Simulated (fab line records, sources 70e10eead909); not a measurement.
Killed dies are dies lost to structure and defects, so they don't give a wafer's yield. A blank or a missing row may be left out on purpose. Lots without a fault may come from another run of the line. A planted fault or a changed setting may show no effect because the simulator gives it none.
Chamber matching | flow nand_harc | NHARC_P_M1_DESCUM_14 on rie_diel-10: 4 sister chambers
The step chemistry O2, time 3 s. 18 wafers are shown with their chamber, then 9 later ones without.

WAFERS WITH THEIR CHAMBER
wafer  | chamber | drypump_motor_current_A (A) | oes_product_au (a.u.) | rf_vpp_V (V)
L075.1 | 1       | 5.3                         | 1.000                 | 59.0
L075.3 | 3       | 5.6                         | 1.002                 | 58.5
L075.4 | 0       | 5.6                         | 0.990                 | 55.3
L076.1 | 1       | 5.4                         | 1.013                 | 59.3
L076.4 | 0       | 5.6                         | 0.991                 | 58.0
L076.6 | 1       | 5.3                         | 0.995                 | 58.6
L078.3 | 0       | 5.6                         | 0.994                 | 56.0
L078.4 | 1       | 5.3                         | 0.998                 | 58.0
L078.6 | 0       | 5.6                         | 0.994                 | 58.3
L080.2 | 0       | 5.6                         | 0.994                 | 56.9
L080.4 | 2       | 5.8                         | 1.006                 | 57.5
L080.6 | 2       | 5.8                         | 0.989                 | 57.6
L083.1 | 3       | 5.6                         | 1.000                 | 56.6
L083.2 | 0       | 5.7                         | 0.990                 | 57.6
L083.3 | 2       | 5.8                         | 0.997                 | 57.5
L087.2 | 1       | 5.3                         | 1.001                 | 58.7
L087.3 | 2       | 5.8                         | 0.983                 | 58.5
L087.6 | 0       | 5.7                         | 0.996                 | 57.2

SIGNATURES (means of the wafers above)
reading                 | chamber 0 | chamber 1 | chamber 2 | chamber 3 | scatter within a chamber
drypump_motor_current_A | 5.629     | 5.320     | 5.800     | 5.600     | 0.0399
oes_product_au          | 0.99271   | 1.00140   | 0.99375   | 1.00100   | 0.00611
rf_vpp_V                | 57.043    | 58.720    | 57.775    | 57.550    | 0.863
Rule: a wafer's distance from a chamber is the root of the sum, over the readings, of the square of ((its reading less the chamber's mean) divided by the reading's scatter). The wafer belongs to the nearest chamber; if the next one is less than 2 further off, it can't be placed. The scatter: the root of (the sum of the squares of (reading less its chamber's mean) over the shown wafers, divided by (wafers less chambers)).

WAFERS WITHOUT THEIR CHAMBER
wafer  | drypump_motor_current_A (A) | oes_product_au (a.u.) | rf_vpp_V (V)
L089.3 | 5.8                         | 0.999                 | 56.7
L089.4 | 5.6                         | 0.989                 | 57.0
L089.5 | 5.6                         | 1.009                 | 55.6
L090.2 | 5.7                         | 0.982                 | 56.0
L090.3 | 5.8                         | 0.993                 | 58.9
L090.6 | 5.3                         | 1.003                 | 58.1
L097.1 | 5.3                         | 0.998                 | 57.5
L097.3 | 5.8                         | 1.003                 | 58.7
L097.5 | 5.8                         | 0.988                 | 58.4

WHICH CHAMBER EACH WENT THROUGH
wafer  | from the rows above          | in truth
L089.3 | 2                            | 2
L089.4 | can't be placed: 0 or 3      | 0
L089.5 | can't be placed: 3 or 0      | 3
L090.2 | can't be placed: 0 or 2 or 3 | 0
L090.3 | 2                            | 2
L090.6 | 1                            | 1
L097.1 | 1                            | 1
L097.3 | 2                            | 2
L097.5 | 2                            | 2
Placed correctly: 6 of 9. Can't be placed from these rows: 3 (the true chamber is among the candidates in 3). Placed wrongly: 0.
